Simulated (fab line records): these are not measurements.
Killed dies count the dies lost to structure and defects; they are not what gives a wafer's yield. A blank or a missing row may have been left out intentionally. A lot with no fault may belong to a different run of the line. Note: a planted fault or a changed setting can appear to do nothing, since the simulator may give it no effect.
fab line records	flow n5Finfet
record: lots: 5	wafers: 15	lastDay: 18
route steps=1938 shown BEOL_M10@1497 PASSIVATION@1936
lots that met no fault: taken from a fault-free run of the same line
startH: start of the lot's first displayed wafer, in hours after the record's first day	waitH: time in hours since the lot's previous step	" unchanged from the row above	L1.1+2: one row covering several wafers at once	- no value, or no start was given	* or withheld: withheld	< > ~ a bound
route shown NAME@n: a module of which the file shows steps, and the number in the route of the first	usual: mean and standard deviation over wafers with no fault	same: alike in all rows	chamber/n: place in a boat	sites: the reading at each site	_std_site: standard deviation of those values	_edge_site: the outer-site mean with the inner-site mean subtracted	radiusMm: how far each site lies from the wafer's centre	mask NAME#n: copy n	behind: tool/chamber where the wafer was last shaped	hold: what put the lot on hold/how long, in hours/how the hold closed	device: whichever transistor did not switch (one of n, p or np)	end of line: tests of these same wafers at the route's end	a step given without rows: its recipe and nothing more	killed: dies lost to structure and defects at the first sort, not the wafer's yield	map: a wafer's dies, marking killed ones x, the rest . and places with no die _
set.NAME: the setting the step ran with; set.NAME@STEP: the setting that earlier step ran with	model.NAME: the simulator's own value behind a step, which no gauge read
certain route steps with their lots: each step a table, each wafer a row
services: from which hour (startH, from the record's first day; less than 0 if before it) a tool's chamber was out of use, for how many hours, and why
== steps ==
step: N5_BEOL_M10_EBR_24
recipe: solvent: PGMEA	ebrWidthMm: 1.5
step: N5_BEOL_M10_SOFTBAKE_23
recipe: tempC: 110	timeS: 60	resist: CAR-ArF
step: N5_BEOL_M10_EXPOSE_25
recipe: maskId: V9	na: 1.35	sourceShape: annular	sigmaInner: 0.5	sigmaOuter: 0.8	polarization: unpolarized	doseMj: 85.5
step: N5_BEOL_M10_PEB_26
recipe: pebTempC: withheld	pebTimeS: 60	resist: CAR-ArF
step: N5_BEOL_M10_DEVELOP_27
recipe: developTimeS: 30	developer: TMAH	resist: CAR-ArF	rinseLiquid: diw	dry: airSpin	devTempC: 23
step: N5_BEOL_M10_CD_MEAS_28
recipe: targetCdNm: 70	landingEnergyEv: 500	detector: seInlens	polarity: opening
usual: cdNm: 69.9/1.2
lot.wafer	tool	chamber	startH	waitH	cdNm
L218.1	cdSem-01	0	252.02	-	70.8
L218.2	"	0	"	"	72.0
L218.3	"	0	"	"	68.8
L229.1	cdSem-02	0	311.29	-	69.2
L229.3	"	0	"	"	69.6
L229.5	"	0	"	"	70.5
L237.4	cdSem-02	0	363.82	-	70.0
L237.5	"	0	"	"	69.6
L237.6	"	0	"	"	70.7
L238.1	cdSem-02	0	368.30	-	69.2
L238.2	"	0	"	"	69.0
L238.4	"	0	"	"	69.0
L239.2	cdSem-01	0	371.27	-	70.2
L239.5	"	0	"	"	69.0
L239.6	"	0	"	"	69.2
step: N5_BEOL_M10_OVL_MEAS_29
recipe: pointsPerWafer: 44
usual: V9_OVL: 0.4/0.61
lot.wafer	tool	chamber	startH	waitH	V9_OVL[nm]
L218.1	overlay-01	0	252.05	0.0	0.0
L218.2	"	0	"	"	0.4
L218.3	"	0	"	"	-0.3
L229.1	overlay-02	0	311.32	0.0	0.9
L229.3	"	0	"	"	0.5
L229.5	"	0	"	"	-0.1
L237.4	overlay-02	0	363.85	0.0	0.4
L237.5	"	0	"	"	0.4
L237.6	"	0	"	"	0.5
L238.1	overlay-01	0	368.33	0.0	0.0
L238.2	"	0	"	"	0.1
L238.4	"	0	"	"	0.7
L239.2	overlay-02	0	371.30	0.0	1.4
L239.5	"	0	"	"	0.9
L239.6	"	0	"	"	1.0
step: N5_BEOL_M10_INSPECT_30
recipe: mode: adi	inspectInstrument: brightfield
usual: rawDefectCount: 422/85
lot.wafer	tool	chamber	startH	waitH	rawDefectCount
L218.1	defectInspect-02	-	252.07	0.0	347
L218.2	"	-	"	"	370
L218.3	"	-	"	"	301
L229.1	defectInspect-02	-	311.35	0.0	464
L229.3	"	-	"	"	409
L229.5	"	-	"	"	454
L237.4	defectInspect-02	-	363.87	0.0	459
L237.5	"	-	"	"	593
L237.6	"	-	"	"	454
L238.1	defectInspect-01	-	368.35	0.0	390
L238.2	"	-	"	"	401
L238.4	"	-	"	"	570
L239.2	defectInspect-01	-	371.33	0.0	568
L239.5	"	-	"	"	357
L239.6	"	-	"	"	396
step: N5_BEOL_M10_DESCUM_33
recipe: chemistry: O2	timeS: 7.9	sourcePowerW: 50	biasPowerW: 20	pressureMtorr: 20	rfFrequencyHz: 2.712e+07	tempC: 40	resist: CAR-ArF	o2FlowSccm: 225
usual: drypumpMotorCurrentA: 5.6/0.41	oesProductAu: 0.82/0.076	rfVppV: 243.0/1.5	showerheadPlenumPTorr: 2.08/0.074	throttleValvePct: 20.29/0.22
lot.wafer	tool	chamber	startH	waitH	drypumpMotorCurrentA	oesProductAu	rfHoursCounterH	rfVppV	showerheadPlenumPTorr	throttleValvePct
L218.1	rieDiel-04	0	252.10	0.0	6.0	0.77	148	243.0	1.99	20.13
L218.2	"	1	"	"	5.9	0.91	14	243.8	2.14	20.35
L218.3	"	2	"	"	6.0	0.69	214	243.8	2.08	20.27
L229.1	rieDiel-01	2	311.38	0.0	5.6	0.80	104	242.1	2.04	20.40
L229.3	"	0	"	"	5.2	0.78	124	245.4	2.19	20.48
L229.5	"	3	"	"	6.1	0.90	-	242.7	2.02	19.87
L237.4	rieDiel-01	1	363.91	0.0	5.3	0.87	42	243.2	2.01	20.26
L237.5	"	2	"	"	5.6	0.78	-	240.5	2.03	20.40
L237.6	"	1	"	"	5.4	0.88	-	242.6	2.01	20.26
L238.1	rieDiel-01	0	368.39	0.0	5.2	0.76	145	245.2	2.19	20.52
L238.2	"	3	"	"	6.2	0.87	52	241.3	2.01	19.90
L238.4	"	1	"	"	5.4	0.86	44	242.1	2.01	20.29
L239.2	rieDiel-06	2	371.36	0.0	5.8	0.76	131	241.8	2.08	20.21
L239.5	"	0	"	"	5.2	0.97	-	242.5	2.12	19.83
L239.6	"	3	"	"	5.0	0.81	-	241.4	2.03	20.59
step: N5_BEOL_M10_ETCH_65
recipe: chemistry: CF4	target: SiARC	targetDepthA: 390	maskMaterial: CAR-ArF	timeS: 65	ionEnergyEv: 80	pressureMtorr: 40	sourceW: 545	biasW: 36	Ar_flow_sccm: 100	cf4FlowSccm: 100	ends: cleared
usual: biasW: 36.01/0.099	drypumpMotorCurrentA: 5.6/0.42	etchRfOnTimeS: 64.1/1.7	oesProductAu: 0.70/0.067	rfVppV: 184.0/1.3	showerheadPlenumPTorr: 2.13/0.065	throttleValvePct: 15.50/0.14
lot.wafer	tool	chamber	startH	waitH	biasW	drypumpMotorCurrentA	etchRfOnTimeS	oesProductAu	rfHoursCounterH	rfVppV	showerheadPlenumPTorr	throttleValvePct
L218.1	rieDiel-04	0	252.14	0.0	35.86	6.0	63.9	0.66	148	182.1	2.07	15.48
L218.2	"	1	"	"	35.93	5.8	63.1	0.78	14	184.5	2.19	15.44
L218.3	"	2	"	"	36.12	6.0	66.2	0.59	214	184.8	2.13	15.53
L229.1	rieDiel-01	2	311.42	0.0	36.05	5.6	64.6	0.70	104	183.8	2.07	15.45
L229.3	"	0	"	"	35.90	5.2	63.8	0.67	124	185.8	2.22	15.58
L229.5	"	3	"	"	36.11	6.1	62.8	0.79	-	183.9	2.09	15.26
L237.4	rieDiel-01	1	363.95	0.0	35.92	5.3	63.5	0.74	42	184.8	2.08	15.55
L237.5	"	2	"	"	36.01	5.6	64.1	0.67	-	183.1	2.06	15.50
L237.6	"	1	"	"	35.84	5.3	63.2	0.74	-	183.2	2.08	15.53
L238.1	rieDiel-01	0	368.42	0.0	35.99	5.2	63.8	0.65	145	185.3	2.22	15.61
L238.2	"	3	"	"	35.91	6.1	63.0	0.75	52	183.7	2.08	15.31
L238.4	"	1	"	"	35.96	5.3	64.1	0.73	44	183.8	2.08	15.55
L239.2	rieDiel-06	2	371.40	0.0	35.98	5.8	60.1	0.69	131	184.8	2.15	15.60
L239.5	"	0	"	"	36.12	5.2	61.9	0.83	-	183.3	2.19	15.14
L239.6	"	3	"	"	36.03	5.1	67.0	0.67	-	184.1	2.07	15.72
step: N5_BEOL_M10_ETCH_66
recipe: chemistry: N2/H2	target: SOC	targetDepthA: 1200	overetchA: 240	maskMaterial: SiARC	tempC: 40	timeS: 180	ionEnergyEv: 200	pressureMtorr: 30	sourceW: 840	biasW: 150	n2FlowSccm: 200	h2FlowSccm: 200
usual: biasW: 150.0/0.42	drypumpMotorCurrentA: 5.6/0.41	oesProductAu: 0.66/0.057	rfVppV: 523.7/2.5	showerheadPlenumPTorr: 2.54/0.086	throttleValvePct: 17.74/0.13
lot.wafer	tool	chamber	startH	waitH	biasW	drypumpMotorCurrentA	oesProductAu	rfHoursCounterH	rfVppV	showerheadPlenumPTorr	throttleValvePct
L218.1	rieDiel-04	0	252.19	0.0	149.1	6.0	0.62	148	520.5	2.44	17.64
L218.2	"	1	"	"	149.4	5.8	0.73	14	525.0	2.62	17.86
L218.3	"	2	"	"	150.0	6.0	0.56	215	523.6	2.52	17.65
L229.1	rieDiel-01	2	311.47	0.0	150.5	5.6	0.66	104	523.2	2.44	17.56
L229.3	"	0	"	"	150.5	5.2	0.63	124	526.9	2.66	17.86
L229.5	"	3	"	"	149.8	6.2	0.73	-	522.6	2.50	17.71
L237.4	rieDiel-01	1	364.00	0.0	149.8	5.3	0.70	42	522.0	2.47	17.81
L237.5	"	2	"	"	150.1	5.6	0.65	-	521.7	2.44	17.58
L237.6	"	1	"	"	149.8	5.4	0.70	-	521.4	2.47	17.80
L238.1	rieDiel-01	0	368.47	0.0	150.0	5.2	0.61	145	527.1	2.65	17.88
L238.2	"	3	"	"	149.6	6.1	0.69	52	522.0	2.49	17.73
L238.4	"	1	"	"	149.6	5.3	0.68	44	523.8	2.47	17.80
L239.2	rieDiel-06	2	371.45	0.0	150.1	5.8	0.62	132	522.7	2.55	17.76
L239.5	"	0	"	"	149.3	5.2	0.77	-	525.0	2.60	17.31
L239.6	"	3	"	"	148.6	5.1	0.64	-	521.1	2.45	17.93
step: N5_BEOL_M10_STRIP_69
recipe: chemistry: N2/H2	tempC: 40	n2FlowSccm: 200	h2FlowSccm: 200	rfFrequencyHz: 6e+07
step: N5_BEOL_M10_VIA_ETCH_34
recipe: chemistry: C4F6/O2	target: SiCOH_lowk	targetDepthA: 1845	maskMaterial: SOC	taperDeg: 4	timeS: 69.2	ionEnergyEv: 250	pressureMtorr: 30	sourceW: 345	biasW: 185	Ar_flow_sccm: 300	C4F6_flow_sccm: 10	O2_flow_sccm: 10
usual: biasW: 185.1/0.59	drypumpMotorCurrentA: 5.6/0.41	oes_o_777_au: 0.82/0.074	oesProductAu: 0.82/0.078	rfVppV: 661/19	showerheadPlenumPTorr: 2.83/0.09	throttleValvePct: 20.75/0.21
lot.wafer	tool	chamber	startH	waitH	biasW	drypumpMotorCurrentA	oes_o_777_au	oesProductAu	rfHoursCounterH	rfVppV	showerheadPlenumPTorr	throttleValvePct
L218.1	rieDiel-04	0	252.31	0.0	185.5	6.0	0.77	0.76	148	646	2.75	20.79
L218.2	"	1	"	"	185.0	5.9	0.84	0.93	14	696	2.92	20.95
L218.3	"	2	"	"	184.1	6.0	0.72	0.68	215	655	2.80	20.58
L229.1	rieDiel-01	2	311.59	0.0	185.2	5.6	0.81	0.80	104	640	2.74	20.70
L229.3	"	0	"	"	184.6	5.2	0.79	0.78	124	680	2.95	20.83
L229.5	"	3	"	"	197.0	6.2	0.92	0.92	-	705	2.74	20.31
L237.4	rieDiel-01	1	364.12	0.0	184.4	5.3	0.86	0.87	42	675	2.78	20.93
L237.5	"	2	"	"	184.5	5.6	0.80	0.78	-	640	2.74	20.73
L237.6	"	1	"	"	184.2	5.3	0.87	0.86	-	675	2.78	20.93
L238.1	rieDiel-01	0	368.60	0.0	184.6	5.2	0.77	0.76	145	679	2.94	20.88
L238.2	"	3	"	"	184.6	6.1	0.88	0.89	52	672	2.73	20.35
L238.4	"	1	"	"	185.7	5.4	0.87	0.87	44	676	2.78	20.92
L239.2	rieDiel-06	2	371.57	0.0	184.7	5.7	0.81	0.80	132	661	2.86	20.84
L239.5	"	0	"	"	184.7	5.2	0.96	0.96	-	684	2.92	20.49
L239.6	"	3	"	"	185.1	5.1	0.78	0.78	-	641	2.74	20.94
step: N5_BEOL_M10_STRIP_73
recipe: chemistry: C4F6/O2	resist: SiARC	rfFrequencyHz: 6e+07
step: N5_PASSIVATION_PROBE_49
usual: defectLimitedYield: 91.1/1.4	killed_at_M0_to_M3: 34/9.7	killed_at_M4_up: 13/5.1	killedAtContacts: 14/6.3	killedAtFrontEnd: 40/11	killedAtOther: 3.5/2.7	killedDies: 105/16	killedOpen: 70/12	killedShort: 34/7.8	sort_bin_4_leakage: 0.02/0.13	sort_bin_5_function: 5.2/0.88	sort_bin_6_memory: 3.3/0.7	sort_bin_8_speed: 0.1/0.62	sortNPass: 1074/17	sortYieldPct: 91.0/1.5
same: grossDies: 1180	killedAtBackSide: 0
lot.wafer	tool	chamber	startH	waitH	defectLimitedYield[%]	killed_at_M0_to_M3	killed_at_M4_up	killedAtContacts	killedAtFrontEnd	killedAtOther	killedDies	killedOpen	killedShort	sort_bin_4_leakage[%]	sort_bin_5_function[%]	sort_bin_6_memory[%]	sort_bin_8_speed[%]	sortNPass	sortYieldPct[%]
L218.1	prober-02	-	298.07	0.0	90.3	52	11	13	37	1	114	73	40	0	5.0	4.0	0	1066	90.3
L218.2	prober-02	-	298.12	0.1	91.5	28	6	17	41	8	100	61	38	0	5.0	3.1	0	1080	91.5
L218.3	prober-02	-	298.17	0.1	93.2	28	11	11	25	5	80	55	24	0.17	4.2	2.6	0	1098	93.1
L229.1	prober-01	-	369.13	0.0	90.5	41	16	12	42	1	112	65	45	0	5.5	3.4	0.1	1068	90.5
L229.3	prober-01	-	369.23	0.1	89.9	35	14	16	49	5	119	68	50	0	6.2	3.4	0	1061	89.9
L229.5	prober-01	-	369.33	0.2	88.5	41	22	28	44	1	136	85	51	0	7.1	3.9	0	1044	88.5
L237.4	prober-01	-	407.66	0.2	91.6	26	16	15	39	3	99	62	34	0.08	4.5	3.4	0	1080	91.5
L237.5	prober-01	-	407.71	0.2	92.7	29	9	19	29	0	86	70	16	0	4.3	2.9	0	1094	92.7
L237.6	prober-01	-	407.76	0.3	89.9	41	20	24	34	0	119	78	41	0	6.4	3.0	0	1061	89.9
L238.1	prober-01	-	423.72	0.0	90.8	39	11	5	51	3	109	65	43	0	5.1	3.8	0	1071	90.8
L238.2	prober-01	-	423.77	0.1	91.9	32	14	3	44	3	96	72	24	0	4.6	3.3	0	1084	91.9
L238.4	prober-01	-	423.87	0.2	89.6	41	14	9	55	4	123	72	51	0	5.6	4.3	0	1057	89.6
L239.2	prober-01	-	429.89	0.1	92.7	36	14	1	34	1	86	59	27	0	4.7	2.3	0	1094	92.7
L239.5	prober-01	-	430.04	0.2	93.6	18	5	3	47	2	75	48	24	0	3.5	2.7	0	1105	93.6
L239.6	prober-01	-	430.09	0.3	90.8	34	17	6	50	2	109	68	32	0	4.6	3.7	2.5	1042	88.3
killed by level:class
L218.1 BEOL_M3:geometricParticle:open=14 FIN_SAQP:geometricParticle:short=9 MOL_CONTACT_COAG:geometricParticle:open=9 BEOL_M0_SAQP:geometricParticle:open=9 DUMMY_GATE:geometricParticle:open=8 BEOL_M2:geometricParticle:open=6 GATE_CUT:geometricParticle:open=5 BEOL_M0:geometricParticle:open=5
L218.2 MOL_CONTACT_COAG:geometricParticle:open=13 BEOL_M0_SAQP:geometricParticle:short=8 STI_FIN_REVEAL:geometricParticle:open=7 BEOL_M1:geometricParticle:open=7 FIN_SAQP:geometricParticle:open=6 STARTING-WAFER:geometricParticle:short=6 GATE_CUT:geometricParticle:open=5 DUMMY_GATE:geometricParticle:open=4
L218.3 MOL_CONTACT_COAG:geometricParticle:open=10 GATE_CUT:geometricParticle:short=7 BEOL_M2:geometricParticle:open=6 BEOL_M3:geometricParticle:open=6 STI_FIN_REVEAL:geometricParticle:open=5 BEOL_M0_SAQP:geometricParticle:short=5 BEOL_M5:geometricParticle:open=4 STARTING-WAFER:geometricParticle:short=3
L229.1 BEOL_M0_SAQP:geometricParticle:short=16 FIN_SAQP:geometricParticle:short=13 MOL_CONTACT_COAG:geometricParticle:open=10 FIN_SAQP:geometricParticle:open=8 BEOL_M3:geometricParticle:open=8 BEOL_M0_SAQP:geometricParticle:open=6 BEOL_M4:geometricParticle:open=6 STI_FIN_REVEAL:geometricParticle:open=3
L229.3 FIN_SAQP:geometricParticle:short=18 BEOL_M0_SAQP:geometricParticle:open=12 MOL_CONTACT_COAG:geometricParticle:open=11 BEOL_M0_SAQP:geometricParticle:short=8 GATE_CUT:geometricParticle:open=7 STARTING-WAFER:geometricParticle:short=6 BEOL_M3:geometricParticle:open=5 STI_FIN_REVEAL:geometricParticle:open=4
L229.5 MOL_CONTACT_COAG:geometricParticle:open=22 FIN_SAQP:geometricParticle:short=17 BEOL_M0_SAQP:geometricParticle:open=14 FIN_SAQP:geometricParticle:open=12 BEOL_M0_SAQP:geometricParticle:short=11 BEOL_M5:geometricParticle:open=8 MOL_CONTACT_COAG:geometricParticle:short=6 BEOL_M3:geometricParticle:open=6
L237.4 MOL_CONTACT_COAG:geometricParticle:open=14 BEOL_M0_SAQP:geometricParticle:open=9 BEOL_M4:geometricParticle:open=9 SPACER0:geometricParticle:open=5 GATE_CUT:geometricParticle:short=5 BEOL_M0_SAQP:geometricParticle:short=5 FIN_SAQP:geometricParticle:short=4 DUMMY_GATE:geometricParticle:open=4
L237.5 MOL_CONTACT_COAG:geometricParticle:open=18 FIN_SAQP:geometricParticle:open=12 BEOL_M0_SAQP:geometricParticle:open=10 BEOL_M0_SAQP:geometricParticle:short=6 DUMMY_GATE:geometricParticle:open=4 BEOL_M2:geometricParticle:open=4 BEOL_M1:geometricParticle:open=3 BEOL_M4:geometricParticle:open=3
L237.6 MOL_CONTACT_COAG:geometricParticle:open=17 BEOL_M4:geometricParticle:open=15 BEOL_M0_SAQP:geometricParticle:short=9 BEOL_M2:geometricParticle:open=8 FIN_SAQP:geometricParticle:open=7 MOL_CONTACT_COAG:geometricParticle:short=7 BEOL_M3:geometricParticle:open=6 BEOL_M3:geometricParticle:short=5
L238.1 BEOL_M0_SAQP:geometricParticle:short=19 STI_FIN_REVEAL:geometricParticle:open=18 BEOL_M0_SAQP:geometricParticle:open=10 FIN_SAQP:geometricParticle:open=8 STI_FIN_REVEAL:geometricParticle:short=7 FIN_SAQP:geometricParticle:short=6 BEOL_M1:geometricParticle:open=6 MOL_CONTACT_COAG:geometricParticle:open=5
L238.2 STI_FIN_REVEAL:geometricParticle:open=21 BEOL_M0_SAQP:geometricParticle:open=9 BEOL_M4:geometricParticle:open=9 STI_FIN_REVEAL:geometricParticle:short=8 BEOL_M0_SAQP:geometricParticle:short=5 BEOL_M3:geometricParticle:open=5 BEOL_M0:geometricParticle:open=4 BEOL_M2:geometricParticle:open=4
L238.4 STI_FIN_REVEAL:geometricParticle:open=28 BEOL_M0_SAQP:geometricParticle:short=18 BEOL_M0_SAQP:geometricParticle:open=12 STI_FIN_REVEAL:geometricParticle:short=8 MOL_CONTACT_COAG:geometricParticle:open=6 BEOL_M4:geometricParticle:short=6 BEOL_M2:geometricParticle:open=4 FIN_SAQP:geometricParticle:open=3
L239.2 BEOL_M2:geometricParticle:open=13 STI_FIN_REVEAL:geometricParticle:open=10 GATE_CUT:geometricParticle:short=7 BEOL_M0:geometricParticle:open=5 BEOL_M1:geometricParticle:open=5 BEOL_M4:geometricParticle:open=5 BEOL_M0_SAQP:geometricParticle:short=4 FIN_SAQP:geometricParticle:open=3
L239.5 FIN_SAQP:geometricParticle:open=12 FIN_SAQP:geometricParticle:short=11 STI_FIN_REVEAL:geometricParticle:open=8 DUMMY_GATE:geometricParticle:open=6 BEOL_M2:geometricParticle:open=5 BEOL_M1:geometricParticle:open=5 STARTING-WAFER:geometricParticle:short=4 BEOL_M4:geometricParticle:open=3
L239.6 FIN_SAQP:geometricParticle:open=10 FIN_SAQP:geometricParticle:short=8 BEOL_M1:geometricParticle:open=8 HKMG_FIN:areaEtch=8 BEOL_M3:geometricParticle:open=7 BEOL_M4:geometricParticle:open=7 BEOL_M2:geometricParticle:open=6 STI_FIN_REVEAL:geometricParticle:open=5
== services ==
tool	chamber	startH	hours	kind
rieDiel-06	-	256.88	0.1	repair
rieDiel-01	-	284.58	0.4	repair
rieDiel-06	0	311.12	-	clean
rieDiel-06	0	311.12	-	consumableReplace:esc
rieDiel-06	0	311.12	-	consumableReplace:focusRing
rieDiel-06	0	311.12	22.7	scheduledDown
rieDiel-06	0	311.12	22.7	ventCycle
rieDiel-01	2	337.34	4.5	repair
rieDiel-04	2	353.14	-	clean
rieDiel-04	2	353.14	-	consumableReplace:focusRing
rieDiel-04	2	353.14	12.5	scheduledDown
rieDiel-04	2	353.14	12.5	ventCycle
== key ==
firstSign: step: N5_BEOL_M10_VIA_ETCH_34	reading: biasW	direction: up	sigmas: 20	usual: *	struck: *
effect none on later readings
metAt N5_BEOL_M10_VIA_ETCH_34
struckWafers L229.5
fault: kind: processParameterDrift	tool: rieDiel-01	chamber: 3	onsetH: 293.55	steps: N5_BEOL_M10_VIA_ETCH_34	channel: biasW	offset: *	shape: step	endH: 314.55	actsIn: *	stated: *
